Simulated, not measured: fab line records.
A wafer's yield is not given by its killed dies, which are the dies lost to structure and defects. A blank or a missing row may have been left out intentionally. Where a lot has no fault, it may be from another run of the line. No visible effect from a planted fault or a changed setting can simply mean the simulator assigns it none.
Which tool was responsible?	flow nandHarc	Sampling: 6 lots, 18 wafers, 3 of 1302 route steps

## WHAT EACH GAUGE READ, for each wafer
NHARC_P_ZERO_WELL_CD_MEAS_37 targets a cd of 720 nm.
lot	measured	on	cdNm (nm)
L852	day 4 02:14	cdSem-01	718.6 718.9 721.8
L855	day 5 08:06	cdSem-01	725.2 726.6 726.9
L859	day 7 00:23	cdSem-03	719.5 723.0 715.7
L865	day 9 12:13	cdSem-03	718.7 717.9 717.5
L868	day 10 18:13	cdSem-03	718.7 717.6 719.5
L870	day 11 13:58	cdSem-02	721.2 719.0 720.4

## TOOL THAT RAN EACH LOT (tool first, then ch and the chambers of the sampled wafers, then the start)
lot	NHARC_P_ZERO_WELL_ETCH_63	NHARC_P_ZERO_WELL_EXPOSE_34
L852	rieSi-06 ch 1,3, day 3 23:40	krfScanner-02 ch 0, day 4 02:05
L855	rieSi-06 ch 0,2,3, day 5 05:41	krfScanner-01 ch 0, day 5 07:56
L859	rieSi-02 ch 1,2,3, day 6 21:57	krfScanner-03 ch 0, day 7 00:14
L865	rieSi-06 ch 1,2,3, day 9 09:41	krfScanner-02 ch 0, day 9 12:04
L868	rieSi-06 ch 0,1,2, day 10 15:39	krfScanner-02 ch 0, day 10 18:04
L870	rieSi-02 ch 1,2,3, day 11 11:33	krfScanner-02 ch 0, day 11 13:49
- NHARC_P_ZERO_WELL_ETCH_63: etches the open film in HBr/Cl2, target depth 120 nm, time 40.1 s.
- NHARC_P_ZERO_WELL_EXPOSE_34: exposes mask P PWELL, target cd 720 nm.

## THE ANSWER, worked out from the rows above alone
Rule: the usual values come from the lots themselves. Put in order of their means at a reading, lots are off if they are a third of the lots or fewer, leave a main group of 4 or more, and stand apart from it by a gap of 3 or more times the standard deviation of the main group's means; of several such gaps the widest counts. Not used: any main group whose means are identical at the precision the tables above print for the reading. Also off: a lot with no number at a reading for which 4 or more lots have one. Where the step has rows for the other lots, those lots are counted as sound.
Off: L855, at NHARC_P_ZERO_WELL_CD_MEAS_37 (cdNm). Main group: mean 719.2 nm, sd 0.79.
A tool fits if, at a process step before that reading, it ran every lot that is off, and no sound lot after the first of them. Gauges at NHARC_P_ZERO_WELL_CD_MEAS_37: tried the same way as those tools. This does not decide it: 2 tools fit, namely krfScanner-01 at NHARC_P_ZERO_WELL_EXPOSE_34 and cdSem-01 at NHARC_P_ZERO_WELL_CD_MEAS_37.

## WHAT THE SIMULATOR HAD PUT IN
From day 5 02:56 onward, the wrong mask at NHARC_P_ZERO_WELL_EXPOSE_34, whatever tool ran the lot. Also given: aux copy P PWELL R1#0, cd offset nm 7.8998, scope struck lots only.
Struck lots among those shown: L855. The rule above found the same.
